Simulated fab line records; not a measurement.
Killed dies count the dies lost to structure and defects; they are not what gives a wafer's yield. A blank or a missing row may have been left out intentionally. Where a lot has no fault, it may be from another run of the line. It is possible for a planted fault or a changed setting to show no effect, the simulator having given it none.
Comparing a struck lot with a sound one	flow n5Finfet	15 out of 1938 route steps
Sound: wafers L227.1, L227.2, L227.6. Struck: wafers L235.1, L235.4, L235.5. The cause is given at the end.
For every step that has rows: the tool of each side, followed by ch and its chambers, followed by its first start. Under that, the readings that differ: sound wafers	struck wafers	difference of the means	sigmas: that difference in standard deviations of wafers without a fault.
alike: readings with means less than 2 such deviations apart, plus words and numbers identical on both sides. not compared: withheld readings, readings lacking a value on some wafer, bounds such as >300 that could conceal the same value, and numbers that have no deviation in the record and whose values overlap.
Wherever a step has rows on one side only, a row that says differs or no value, or a row with sigmas, the two part there. Numbers that don't overlap but have no deviation are shown without sigmas and don't part them. A reading missing from all wafers of one side parts the sides only when that side holds two or more wafers.

first, 1 step without rows for these wafers: N5_BEOL_M5_PRE_CLEAN_77 (time 15 s).
N5_BEOL_M5_CO_CAP_78: material Co, precursor CCTBA/H2, target thk 2 nm, time 102.1 s.
  sound on cvdCo-02 ch 1,2, day 8 12:15; struck on cvdCo-01 ch 2, day 10 21:31
reading	sound	struck	difference	sigmas
heaterPowerW (W)	230 218 232	301 308 306	+78	+2
  alike: chamberPressureTorr
  not compared: sinceWetCleanH
then, 1 step without rows for these wafers: N5_BEOL_M5_PRE_CLEAN_55 (time 15 s).
N5_BEOL_M5_DEP_56: deposits SiCN from 3MS/NH3, target thk 8 nm, time 14 s.
  sound on pecvd-03 ch 1,2, day 8 12:22; struck on pecvd-03 ch 0,1,2, day 10 21:40
  alike: chamberPressureTorr, showerheadPlenumPTorr, throttleValvePct
  not compared: sinceWetCleanH
N5_BEOL_M5_RS_MEAS_57: the measuring method here is four-point-probe.
  sound on filmMetro-02 at day 8 12:26; struck on filmMetro-01 at day 10 21:44
  alike: M5_RS
N5_BEOL_M5_INSPECT_58: inspects for defects (darkfield).
  sound on defectInspect-02 at day 8 12:28; struck on defectInspect-01 at day 10 21:46
  alike: rawDefectCount
then, 1 step without rows for these wafers: N5_BEOL_M6_ILD_DEP_00 (deposits SiCOH lowk from DEMS/porogen, target thk 179.75 nm, time 33.4 s).
N5_BEOL_M6_CURE_74: cures SiCOH lowk, time 240 s.
  sound on uvCure-02 ch 2, day 8 12:34; struck on uvCure-02 ch 0, day 10 21:52
  alike: lampPowerPct, wafer_temp_C_max
N5_BEOL_M6_THK_MEAS_01:
  sound on filmMetro-02 at day 8 13:04; struck on filmMetro-01 at day 10 22:22
reading	sound	struck	difference	sigmas
M6_ILD_THK (nm)	155.3 152.8 156.2	157.1 161.2 158.5	+4.2	+2
N5_BEOL_M6_PECVD_70: deposits SiO2 from TEOS/O2, target thk 20 nm, time 22.7 s.
  sound on pecvd-01 ch 0,1,2, day 8 13:07; struck on pecvd-03 ch 0,2, day 10 22:25
  alike: chamberPressureTorr, heaterPowerW, showerheadPlenumPTorr, throttleValvePct
  not compared: sinceWetCleanH
N5_BEOL_M6_HM_DEP_02: deposits TiN, target thk 20 nm.
  sound on pvdSputter-02 at day 8 13:57; struck on pvdSputter-03 at day 11 00:28
  alike: throttleValvePct
then, 1 step without rows for these wafers: N5_BEOL_M6_COAT_59 (time 60 s, resist thk 100 nm).
N5_BEOL_M6_COAT_60: time 60 s, resist thk 35 nm.
  sound on lithoTrack-04 ch 0, day 8 14:05; struck on lithoTrack-05 ch 0, day 11 00:36
reading	sound	struck	difference	sigmas
heaterPowerTotalW (W)	424.2 425.4 424.9	443.1 439.8 441.3	+16.6	+8
plateTempC (C)	220.24 220.21 219.98	224.98 224.88 224.88	+4.77	+28
  alike: spinSpeedRpm
then, 2 steps without rows for these wafers: N5_BEOL_M6_COAT_05 (resist thk 90 nm); N5_PASSIVATION_PROBE_49.

== WHERE THEY PART ==
Earliest at N5_BEOL_M5_CO_CAP_78; latest, in this record, at N5_BEOL_M6_COAT_60.

WHY: the cause the simulator had injected
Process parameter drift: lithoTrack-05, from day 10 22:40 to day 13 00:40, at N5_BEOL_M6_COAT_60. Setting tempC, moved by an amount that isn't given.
